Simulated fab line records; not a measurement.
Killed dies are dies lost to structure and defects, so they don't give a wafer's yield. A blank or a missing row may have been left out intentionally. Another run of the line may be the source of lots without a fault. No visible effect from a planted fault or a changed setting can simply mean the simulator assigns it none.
fab line records | flow nandHarc
record: lots: 7 | wafers: 21 | lastDay: 33
route steps=1302 shown P_M1@306 P_M2@318 END@1302
lots that met no fault: from a run of the same line without faults
startH: hours from the record's opening day to when the first of the lot's shown wafers began | waitH: hours from the lot's prior step to this one | " the same as in the row above | L1.1+2: a row that stands for several wafers | - no value, or no start given | * or withheld: withheld | < > ~ a bound
route shown NAME@n: NAME is a module with steps in the file, n the number in the route of the first one | usual: mean/standard deviation of fault-free wafers | same: alike in all rows | chamber/n: place in a boat | sites: each site's reading | _std_site: their standard deviation | _edge_site: inner sites' mean taken away from outer sites' mean | radiusMm: how far each site lies from the wafer's centre | mask NAME#n: copy n | behind: the last tool/chamber to shape the wafer | hold: what put the lot on hold/how long, in hours/how the hold closed | device: whichever transistor did not switch (one of n, p or np) | end of line: the route-end tests of the same wafers | a step given without rows: its recipe and nothing more | killed: count of dies lost to structure and defects at first sort (not the wafer's yield) | map: a wafer's dies, marking killed ones x, the rest . and places with no die _
set.NAME: the setting as run; set.NAME@STEP: as run at that earlier step | model.NAME: the simulator's own value behind a step, which no gauge read
lots at some steps of the route; a table a step, a row a wafer
services: the hour from which a tool's chamber was out of use, counted from the record's first day as startH (under 0 if before that day), plus the number of hours and why
== steps ==
step: NHARC_P_M1_PRE_CLEAN_30
recipe: timeS: 30 | tempC: 280 | gas: H2/He
usual: heaterPowerW: 388/25
lot.wafer | tool          | chamber | startH | waitH | heaterPowerW
L339.2    | pvdSputter-03 | -       | -      | -     | 390
L339.6    | "             | -       | "      | "     | 384
L339.5    | "             | -       | "      | "     | 397
L341.1    | pvdSputter-01 | -       | -      | -     | 411
L341.4    | "             | -       | "      | "     | 354
L341.5    | "             | -       | "      | "     | 404
L348.3    | pvdSputter-03 | -       | -      | -     | 389
L348.4    | "             | -       | "      | "     | 415
L348.5    | "             | -       | "      | "     | 369
L351.2    | pvdSputter-03 | -       | -      | -     | 371
L351.5    | "             | -       | "      | "     | 356
L351.6    | "             | -       | "      | "     | 413
L353.2    | pvdSputter-03 | -       | -      | -     | 419
L353.4    | "             | -       | "      | "     | 378
L353.5    | "             | -       | "      | "     | 417
L356.3    | pvdSputter-01 | -       | -      | -     | 344
L356.1    | "             | -       | "      | "     | 404
L356.6    | "             | -       | "      | "     | 396
L360.2    | pvdSputter-01 | -       | -      | -     | 401
L360.1    | "             | -       | "      | "     | 406
L360.6    | "             | -       | "      | "     | 404
step: NHARC_P_M1_PVD_20
recipe: targetThkA: 50 | biasV: 168.6 | powerW: 15000 | chamberPressurePa: 0.12 | timeS: 8.06 | substrateTempC: 50 | material: TaN
usual: throttleValvePct: 29.5/0.82
lot.wafer | tool          | chamber | startH | waitH | throttleValvePct
L339.2    | pvdSputter-03 | -       | -      | -     | 29.0
L339.5    | "             | -       | "      | "     | 29.6
L339.6    | "             | -       | "      | "     | 29.5
L341.1    | pvdSputter-01 | -       | -      | -     | 30.2
L341.4    | "             | -       | "      | "     | 28.8
L341.5    | "             | -       | "      | "     | 29.9
L348.3    | pvdSputter-03 | -       | -      | -     | 29.6
L348.4    | "             | -       | "      | "     | 30.1
L348.5    | "             | -       | "      | "     | 29.3
L351.2    | pvdSputter-03 | -       | -      | -     | 30.0
L351.5    | "             | -       | "      | "     | 29.8
L351.6    | "             | -       | "      | "     | 29.7
L353.2    | pvdSputter-03 | -       | -      | -     | 29.8
L353.4    | "             | -       | "      | "     | 29.1
L353.5    | "             | -       | "      | "     | 29.8
L356.3    | pvdSputter-01 | -       | -      | -     | 29.8
L356.1    | "             | -       | "      | "     | 29.8
L356.6    | "             | -       | "      | "     | 29.9
L360.2    | pvdSputter-01 | -       | -      | -     | 28.3
L360.1    | "             | -       | "      | "     | 29.7
L360.6    | "             | -       | "      | "     | 28.1
step: NHARC_P_M1_PVD_21
recipe: targetThkA: 300 | chamberPressurePa: 5 | powerW: 5000 | substrateTempC: 30 | timeS: 20.49 | material: Cu
usual: throttleValvePct: 29.5/0.81
lot.wafer | tool          | chamber | startH | waitH | throttleValvePct
L339.2    | pvdSputter-03 | -       | -      | -     | 29.9
L339.6    | "             | -       | "      | "     | 29.3
L339.5    | "             | -       | "      | "     | 28.8
L341.1    | pvdSputter-01 | -       | -      | -     | 28.5
L341.4    | "             | -       | "      | "     | 30.1
L341.5    | "             | -       | "      | "     | 27.6
L348.4    | pvdSputter-03 | -       | -      | -     | 29.3
L348.3    | "             | -       | "      | "     | 30.3
L348.5    | "             | -       | "      | "     | 29.5
L351.2    | pvdSputter-03 | -       | -      | -     | 30.1
L351.6    | "             | -       | "      | "     | 29.8
L351.5    | "             | -       | "      | "     | 30.0
L353.2    | pvdSputter-03 | -       | -      | -     | 30.1
L353.4    | "             | -       | "      | "     | 30.0
L353.5    | "             | -       | "      | "     | 29.2
L356.3    | pvdSputter-01 | -       | -      | -     | 28.0
L356.1    | "             | -       | "      | "     | 30.1
L356.6    | "             | -       | "      | "     | 29.9
L360.2    | pvdSputter-01 | -       | -      | -     | 30.0
L360.1    | "             | -       | "      | "     | 28.0
L360.6    | "             | -       | "      | "     | 29.7
step: NHARC_P_M1_ECD_22
recipe: targetThkA: 4000 | bathTempC: 25 | material: Cu
step: NHARC_P_M1_ANNEAL_31
recipe: tempC: 225 | timeS: 90
step: NHARC_P_M1_CMP_23
recipe: tOverpolishS: 20 | targetThkNm: 157.82
usual: motorCurrentA: 11.5/1.2 | timeToEndpointS: 28/3.4
lot.wafer | tool   | chamber | startH | waitH | motorCurrentA | timeToEndpointS
L339.2    | cmp-02 | 2       | 145.26 | -     | 10.6          | 36
L339.6    | "      | 0       | "      | "     | 10.7          | 28
L339.5    | "      | 1       | "      | "     | 12.5          | 31
L341.1    | cmp-02 | 2       | 168.14 | -     | 10.7          | 33
L341.4    | "      | 3       | "      | "     | 12.1          | 31
L341.5    | "      | 1       | "      | "     | 12.6          | 33
L348.4    | cmp-02 | 2       | 243.19 | -     | 10.7          | 34
L348.3    | "      | 3       | "      | "     | 11.4          | 30
L348.5    | "      | 3       | "      | "     | 11.7          | 30
L351.2    | cmp-01 | 3       | 277.67 | -     | 10.7          | 28
L351.6    | "      | 2       | "      | "     | 11.3          | 30
L351.5    | "      | 3       | "      | "     | 11.3          | 28
L353.2    | cmp-01 | 2       | 288.39 | -     | 10.8          | 30
L353.4    | "      | 3       | "      | "     | 12.1          | 29
L353.5    | "      | 1       | "      | "     | 13.4          | 28
L356.1    | cmp-01 | 3       | 324.15 | -     | 12.0          | 31
L356.3    | "      | 2       | "      | "     | 10.3          | 32
L356.6    | "      | 3       | "      | "     | 11.1          | 29
L360.2    | cmp-02 | 2       | 361.99 | -     | 10.3          | 30
L360.1    | "      | 1       | "      | "     | 13.3          | 30
L360.6    | "      | 2       | "      | "     | 10.2          | 31
step: NHARC_P_M1_THK_MEAS_24
recipe: thkMeasGauge: xrf
usual: thkNm: 158.0/1.6
lot.wafer | tool         | chamber | startH | waitH | thkNm
L339.2    | filmMetro-02 | -       | 145.52 | -     | 160.3
L339.5    | "            | -       | "      | "     | 157.2
L339.6    | "            | -       | "      | "     | 159.0
L341.1    | filmMetro-01 | -       | 168.39 | -     | 158.5
L341.4    | "            | -       | "      | "     | 157.1
L341.5    | "            | -       | "      | "     | 157.5
L348.3    | filmMetro-02 | -       | 243.51 | -     | 158.2
L348.4    | "            | -       | "      | "     | 162.5
L348.5    | "            | -       | "      | "     | 160.7
L351.2    | filmMetro-02 | -       | 277.96 | -     | 156.9
L351.5    | "            | -       | "      | "     | 160.1
L351.6    | "            | -       | "      | "     | 159.7
L353.2    | filmMetro-02 | -       | 288.65 | -     | 157.5
L353.4    | "            | -       | "      | "     | 158.6
L353.5    | "            | -       | "      | "     | 156.2
L356.1    | filmMetro-01 | -       | 324.47 | -     | 156.6
L356.3    | "            | -       | "      | "     | 158.7
L356.6    | "            | -       | "      | "     | 159.2
L360.1    | filmMetro-01 | -       | 362.31 | -     | 159.6
L360.2    | "            | -       | "      | "     | 160.4
L360.6    | "            | -       | "      | "     | 158.8
step: NHARC_P_M1_SRD_25
step: NHARC_P_M1_INSPECT_27
usual: rawDefectCount: 314/120
lot.wafer | tool             | chamber | startH | waitH | rawDefectCount
L339.2    | defectInspect-02 | -       | 145.71 | 0.0   | 312
L339.5    | "                | -       | "      | "     | 412
L339.6    | "                | -       | "      | "     | 496
L341.1    | defectInspect-01 | -       | 168.55 | 0.0   | 328
L341.4    | "                | -       | "      | "     | 351
L341.5    | "                | -       | "      | "     | 272
L348.3    | defectInspect-02 | -       | 243.66 | 0.0   | 214
L348.4    | "                | -       | "      | "     | 204
L348.5    | "                | -       | "      | "     | 227
L351.2    | defectInspect-02 | -       | 278.11 | 0.0   | 338
L351.5    | "                | -       | "      | "     | 496
L351.6    | "                | -       | "      | "     | 438
L353.2    | defectInspect-02 | -       | 288.81 | 0.0   | 424
L353.4    | "                | -       | "      | "     | 301
L353.5    | "                | -       | "      | "     | 494
L356.1    | defectInspect-02 | -       | 324.62 | 0.0   | 334
L356.3    | "                | -       | "      | "     | 164
L356.6    | "                | -       | "      | "     | 213
L360.1    | defectInspect-02 | -       | 362.48 | 0.0   | 487
L360.2    | "                | -       | "      | "     | 353
L360.6    | "                | -       | "      | "     | 222
step: NHARC_P_M1_PRE_CLEAN_32
recipe: timeS: 12 | tempC: 370 | rfPowerW: 300 | gas: NH3
usual: heaterPowerW: 686/110
lot.wafer | tool     | chamber | startH | waitH | heaterPowerW
L339.2    | pecvd-01 | 0       | 145.80 | 0.1   | 655
L339.5    | "        | 1       | "      | "     | 728
L339.6    | "        | 0       | "      | "     | 633
L341.1    | pecvd-03 | 2       | 168.62 | 0.1   | 810
L341.5    | "        | 2       | "      | "     | 806
L341.4    | "        | 0       | "      | "     | 562
L348.3    | pecvd-01 | 2       | 243.74 | 0.1   | 828
L348.4    | "        | 1       | "      | "     | 677
L348.5    | "        | 0       | "      | "     | 586
L351.2    | pecvd-01 | 1       | 278.19 | 0.1   | 644
L351.5    | "        | 0       | "      | "     | 573
L351.6    | "        | 1       | "      | "     | 684
L353.2    | pecvd-04 | 1       | 288.89 | 0.1   | 701
L353.5    | "        | 1       | "      | "     | 702
L353.4    | "        | 2       | "      | "     | 451
L356.1    | pecvd-01 | 1       | 324.71 | 0.1   | 712
L356.3    | "        | 1       | "      | "     | 735
L356.6    | "        | 1       | "      | "     | 726
L360.2    | pecvd-03 | 1       | 362.54 | 0.1   | 812
L360.1    | "        | 0       | "      | "     | 590
L360.6    | "        | 2       | "      | "     | 818
step: NHARC_P_M1_DEP_33
recipe: targetThkA: 300 | tempC: 370 | targetThkNm: 30 | pressureTorr: 3 | flowSccm: 200 | rfW: 450 | material: SiCN
step: NHARC_P_M2_DEP_00
recipe: targetThkA: 1825 | targetThkNm: 182.5 | tempC: withheld | pressureTorr: 5 | flowSccm: 200 | rfW: 600 | material: SiOC
lot.wafer  | tool     | chamber | startH | waitH
L339.2+5+6 | pecvd-04 | 2,2,1   | 146.27 | -
L341.1+4+5 | pecvd-04 | 2,2,0   | 169.11 | -
L341.1+4+5 | pecvd-04 | 2,2,0   | 169.70 | -
L348.3+5+4 | pecvd-03 | 2,2,1   | 244.22 | -
L348.3+5+4 | pecvd-03 | 2,2,1   | 245.14 | -
L351.2+5+6 | pecvd-01 | 2,2,1   | 278.65 | -
L351.2+5+6 | pecvd-01 | 2,2,1   | 279.48 | -
L353.2+5+4 | pecvd-01 | 2,0,1   | 289.37 | -
L356.1+3+6 | pecvd-04 | 1,2,2   | 325.36 | 0.4
L360.1+2+6 | pecvd-04 | 2,0,0   | 363.09 | -
step: NHARC_P_M2_DEHYDRATE_01
recipe: tempC: 150 | timeS: 120
step: NHARC_END_SORT_01
recipe: tempC: 25
usual: defectLimitedYield: 91/3 | killedAtArray: 59/21 | killedAtOther: 0.8/1.1 | killedAtPeriphery: 4.1/2.8 | killedDies: 64/20 | killedOpen: 3.1/1.7 | killedShort: 2.4/1.6
same: grossDies: 677
lot.wafer | tool      | chamber | startH | waitH | defectLimitedYield[%] | killedAtArray | killedAtOther | killedAtPeriphery | killedDies | killedOpen | killedShort
L341.1    | prober-02 | 0       | 594.51 | 2.5   | 86                    | 92            | 1             | 1                 | 94         | 0          | 4
L341.4    | prober-02 | 0       | 596.95 | 3.4   | 86                    | 95            | 1             | 2                 | 98         | 6          | 2
L341.5    | prober-02 | 0       | 597.76 | 3.7   | 86                    | 87            | 2             | 4                 | 93         | 5          | 5
L339.2    | prober-01 | 0       | 595.34 | 2.8   | 92                    | 50            | 1             | 6                 | 57         | 3          | 4
L339.5    | prober-01 | 0       | 597.72 | 3.7   | 93                    | 43            | 0             | 6                 | 49         | 3          | 5
L339.6    | prober-01 | 0       | 598.52 | 4.0   | 92                    | 43            | 0             | 8                 | 51         | 6          | 0
L348.3    | prober-01 | 0       | 682.63 | 3.1   | 92                    | 46            | 0             | 5                 | 51         | 6          | 5
L348.4    | prober-01 | 0       | 683.42 | 3.4   | 94                    | 40            | 1             | 2                 | 43         | 3          | 2
L348.5    | prober-01 | 0       | 684.21 | 3.7   | 94                    | 40            | 0             | 3                 | 43         | 4          | 1
L351.2    | prober-01 | 0       | 716.76 | 2.9   | 87                    | 73            | 0             | 14                | 87         | 4          | 2
L351.5    | prober-01 | 0       | 719.19 | 3.7   | 88                    | 72            | 0             | 10                | 82         | 1          | 1
L351.6    | prober-01 | 0       | 720.00 | 4.0   | 88                    | 64            | 0             | 14                | 78         | 1          | 2
L353.2    | prober-02 | 0       | 722.42 | 2.8   | 87                    | 83            | 0             | 7                 | 90         | 5          | 2
L353.4    | prober-02 | 0       | 724.02 | 3.4   | 86                    | 85            | 0             | 10                | 95         | 2          | 4
L353.5    | prober-02 | 0       | 724.82 | 3.7   | 87                    | 85            | 0             | 4                 | 89         | 1          | 2
L356.1    | prober-01 | 0       | 761.32 | 2.5   | 88                    | 79            | 2             | 0                 | 81         | 3          | 3
L356.3    | prober-01 | 0       | 762.91 | 3.1   | 91                    | 59            | 0             | 2                 | 61         | 1          | 3
L356.6    | prober-01 | 0       | 765.29 | 4.0   | 87                    | 85            | 0             | 2                 | 87         | 3          | 2
killed by level:class
L341.1 A_CHANNEL_HOLE_D1:chamberFilmFlake=32 A_CHANNEL_HOLE_D2:chamberFilmFlake=29 A_SLIT:chamberFilmFlake=24 A_CONTACT:chamberFilmFlake=3 P_GATE:geometricParticle:short=1 A_ONON_D1:geometricParticle:short=1 A_CHANNEL_FILL_D2:geometricParticle:short=1 A_WL_FILL:geometricParticle:short=1
L339.2 A_CHANNEL_HOLE_D2:chamberFilmFlake=34 A_CONTACT:chamberFilmFlake=9 A_CHANNEL_HOLE_D1:chamberFilmFlake=3 P_BONDPAD:chamberFilmFlake=2 P_M0:geometricParticle:short=1 P_M1:geometricParticle:open=1 A_SOURCE_PLATE:geometricParticle:short=1 A_CHANNEL_FILL_D1:geometricParticle:open=1
L341.4 A_CHANNEL_HOLE_D1:chamberFilmFlake=37 A_SLIT:chamberFilmFlake=24 A_CHANNEL_HOLE_D2:chamberFilmFlake=20 A_CONTACT:chamberFilmFlake=4 P_M0:geometricParticle:open=2 A_STAIRCASE:chamberFilmFlake=2 A_ONON_D1:geometricParticle:open=1 A_ONON_D1:geometricParticle:short=1
L339.5 A_CHANNEL_HOLE_D2:chamberFilmFlake=21 A_CONTACT:chamberFilmFlake=9 A_CHANNEL_HOLE_D1:chamberFilmFlake=3 A_BLC:chamberFilmFlake=3 A_WL_FILL:geometricParticle:short=2 P_M0:chamberFilmFlake=2 P_CONTACT:geometricParticle:short=1 A_SOURCE_PLATE:geometricParticle:short=1
L341.5 A_CHANNEL_HOLE_D2:chamberFilmFlake=31 A_SLIT:chamberFilmFlake=27 A_CHANNEL_HOLE_D1:chamberFilmFlake=19 A_STAIRCASE:chamberFilmFlake=3 THIN_TSV:chamberFilmFlake=2 P_STI:geometricParticle:short=1 P_CONTACT:geometricParticle:open=1 P_M0:geometricParticle:short=1
L339.6 A_CHANNEL_HOLE_D2:chamberFilmFlake=31 P_BONDPAD:chamberFilmFlake=5 A_WL_FILL:geometricParticle:open=2 A_CHANNEL_HOLE_D1:chamberFilmFlake=2 A_CONTACT:chamberFilmFlake=2 A_BLC:chamberFilmFlake=2 P_M0:geometricParticle:open=1 A_CHANNEL_FILL_D2:geometricParticle:open=1
L348.3 A_CHANNEL_HOLE_D1:chamberFilmFlake=30 A_CHANNEL_HOLE_D2:chamberFilmFlake=6 A_ONON_D2:geometricParticle:open=2 P_ZERO_WELL:chamberFilmFlake=2 P_CONTACT:geometricParticle:open=1 P_M0:geometricParticle:open=1 A_SOURCE_PLATE:geometricParticle:short=1 A_ONON_D1:geometricParticle:short=1
L348.4 A_CHANNEL_HOLE_D1:chamberFilmFlake=27 A_CHANNEL_HOLE_D2:chamberFilmFlake=5 A_CONTACT:chamberFilmFlake=3 P_ZERO_WELL:chamberFilmFlake=2 A_ONON_D1:geometricParticle:open=1 A_DECK1_JOINT:geometricParticle:short=1 A_ONON_D2:geometricParticle:open=1 A_BLC:geometricParticle:open=1
L348.5 A_CHANNEL_HOLE_D1:chamberFilmFlake=25 A_CHANNEL_HOLE_D2:chamberFilmFlake=6 P_M2:chamberFilmFlake=2 A_DECK1_JOINT:chamberFilmFlake=2 P_M0:geometricParticle:open=1 A_DECK1_JOINT:geometricParticle:open=1 A_CHANNEL_FILL_D2:geometricParticle:short=1 A_WL_FILL:geometricParticle:open=1
L351.2 A_CHANNEL_HOLE_D2:chamberFilmFlake=28 A_CHANNEL_HOLE_D1:chamberFilmFlake=21 A_CONTACT:chamberFilmFlake=9 P_CONTACT:chamberFilmFlake=7 P_GATE:chamberFilmFlake=6 A_STAIRCASE:chamberFilmFlake=4 A_DECK1_JOINT:chamberFilmFlake=3 A_SLIT:chamberFilmFlake=2
L351.5 A_CHANNEL_HOLE_D1:chamberFilmFlake=30 A_CHANNEL_HOLE_D2:chamberFilmFlake=23 P_CONTACT:chamberFilmFlake=6 A_CONTACT:chamberFilmFlake=6 A_STAIRCASE:chamberFilmFlake=5 P_GATE:chamberFilmFlake=3 A_DECK1_JOINT:chamberFilmFlake=3 A_SLIT:chamberFilmFlake=2
L351.6 A_CHANNEL_HOLE_D1:chamberFilmFlake=28 A_CHANNEL_HOLE_D2:chamberFilmFlake=21 P_CONTACT:chamberFilmFlake=7 A_CONTACT:chamberFilmFlake=5 P_GATE:chamberFilmFlake=4 A_ZERO_WELL:chamberFilmFlake=3 A_SLIT:chamberFilmFlake=3 A_DECK1_JOINT:chamberFilmFlake=3
L353.2 A_SLIT:chamberFilmFlake=31 A_CHANNEL_HOLE_D1:chamberFilmFlake=23 A_CHANNEL_HOLE_D2:chamberFilmFlake=18 P_M2:chamberFilmFlake=5 A_STAIRCASE:chamberFilmFlake=2 A_CHANNEL_HOLE_D1:geometricParticle:open=1 A_CHANNEL_FILL_D1:geometricParticle:open=1 A_DECK1_JOINT:geometricParticle:open=1
L353.4 A_SLIT:chamberFilmFlake=29 A_CHANNEL_HOLE_D1:chamberFilmFlake=24 A_CHANNEL_HOLE_D2:chamberFilmFlake=23 P_M2:chamberFilmFlake=5 P_GATE:chamberFilmFlake=3 P_CONTACT:geometricParticle:open=2 A_SGD_CUT:geometricParticle:short=2 A_CONTACT:chamberFilmFlake=2
L353.5 A_CHANNEL_HOLE_D1:chamberFilmFlake=28 A_CHANNEL_HOLE_D2:chamberFilmFlake=26 A_SLIT:chamberFilmFlake=23 P_M2:chamberFilmFlake=3 A_STAIRCASE:chamberFilmFlake=3 A_WL_FILL:chamberFilmFlake=2 A_SOURCE_PLATE:geometricParticle:short=1 A_DECK1_JOINT:geometricParticle:short=1
L356.1 A_CHANNEL_HOLE_D1:chamberFilmFlake=31 A_SLIT:chamberFilmFlake=31 A_CONTACT:chamberFilmFlake=6 A_STAIRCASE:chamberFilmFlake=4 A_ONON_D1:geometricParticle:short=1 A_ONON_D2:geometricParticle:short=1 A_CHANNEL_FILL_D2:geometricParticle:short=1 A_CONTACT:geometricParticle:open=1
L356.3 A_SLIT:chamberFilmFlake=25 A_CHANNEL_HOLE_D1:chamberFilmFlake=19 A_CONTACT:chamberFilmFlake=6 A_STAIRCASE:chamberFilmFlake=4 A_ONON_D2:geometricParticle:short=2 A_CHANNEL_FILL_D1:chamberFilmFlake=2 P_M0:geometricParticle:short=1 A_BLC:geometricParticle:open=1
L356.6 A_SLIT:chamberFilmFlake=38 A_CHANNEL_HOLE_D1:chamberFilmFlake=29 A_STAIRCASE:chamberFilmFlake=7 A_CONTACT:chamberFilmFlake=6 A_CHANNEL_FILL_D2:geometricParticle:open=3 P_M0:geometricParticle:short=1 A_M1:geometricParticle:short=1 P_GATE:chamberFilmFlake=1
== services ==
tool          | chamber | startH | hours | kind
pecvd-01      | -       | 130.10 | 13.0  | pm
pecvd-01      | 0       | 130.10 | 13.0  | ventCycle
pecvd-01      | 1       | 130.10 | 13.0  | ventCycle
cmp-02        | -       | 134.58 | 4.0   | pm
pvdSputter-03 | -       | 170.00 | 10.0  | pm
pecvd-01      | 1       | 184.17 | 3.5   | repair
pecvd-03      | -       | 185.15 | 13.0  | pm
cmp-02        | -       | 185.42 | 1.9   | repair
cmp-01        | -       | 185.64 | 4.0   | pm
cmp-01        | -       | 201.67 | 2.5   | repair
cmp-01        | -       | 208.03 | 2.3   | repair
pecvd-04      | 1       | 226.76 | 5.5   | repair
pvdSputter-01 | -       | 229.59 | 10.0  | pm
cmp-02        | -       | 232.58 | 4.0   | pm
pecvd-01      | -       | 250.42 | 1.2   | repair
cmp-01        | -       | 251.69 | 4.4   | repair
pecvd-04      | -       | 269.20 | 13.0  | pm
cmp-01        | -       | 283.64 | 4.0   | pm
pvdSputter-03 | -       | 291.28 | 6.7   | repair
cmp-01        | -       | 310.13 | 2.1   | repair
pecvd-01      | -       | 311.37 | 13.0  | pm
cmp-02        | -       | 330.58 | 4.0   | pm
cmp-01        | -       | 331.48 | 0.7   | repair
pvdSputter-03 | -       | 348.00 | 10.0  | pm
== key ==
firstSign: step: NHARC_P_M2_DEP_00 | reading: visit | direction: added
effect none on later readings
metAt NHARC_P_M2_DEP_00
struckWafers L341.1,L341.4,L341.5,L348.3,L348.4,L348.5,L351.2,L351.5,L351.6
fault: kind: repeatedStepWhole | tool: pecvd-01,pecvd-03,pecvd-04 | chamber: - | onsetH: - | steps: NHARC_P_M2_DEP_00 | times: 1 | scope: struckLotsOnly
